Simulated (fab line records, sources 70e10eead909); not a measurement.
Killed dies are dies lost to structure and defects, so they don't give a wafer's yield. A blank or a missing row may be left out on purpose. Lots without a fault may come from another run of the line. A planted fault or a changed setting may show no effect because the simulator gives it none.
Chamber matching | flow nand_harc | NHARC_A_M1_PRE_CLEAN_32 on pecvd-02: 3 sister chambers
The step time 12 s. 3 wafers are shown with their chamber, then 7 later ones without.

WAFERS WITH THEIR CHAMBER
wafer  | chamber | heater_power_w (W)
L075.4 | 2       | 525
L084.3 | 1       | 589
L084.5 | 0       | 756

WAFERS WITHOUT THEIR CHAMBER
wafer  | heater_power_w (W)
L084.6 | 632
L085.1 | 625
L085.2 | 760
L085.6 | 624
L094.1 | 630
L094.2 | 674
L094.5 | 651

WHICH CHAMBER EACH WENT THROUGH
wafer  | from the rows above          | in truth
L084.6 | can't be placed: 1 or 2 or 0 | 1
L085.1 | can't be placed: 1 or 2 or 0 | 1
L085.2 | 0                            | 0
L085.6 | can't be placed: 1 or 2 or 0 | 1
L094.1 | can't be placed: 1 or 2 or 0 | 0
L094.2 | can't be placed: 0 or 1 or 2 | 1
L094.5 | can't be placed: 1 or 0 or 2 | 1
Placed correctly: 1 of 7. Can't be placed from these rows: 6 (the true chamber is among the candidates in 6). Placed wrongly: 0.
How it was worked out, from the rows above alone: a wafer's distance from a chamber is the root of the sum, over the readings, of the square of ((its reading less the chamber's mean) divided by the reading's scatter). The wafer belongs to the nearest chamber; if the next one is less than 2 further off, it can't be placed. A chamber's mean is the mean of its shown wafers. The scatter: with one shown wafer a chamber, the root of the mean of the squares of how far each hidden wafer lies from its nearest shown one.
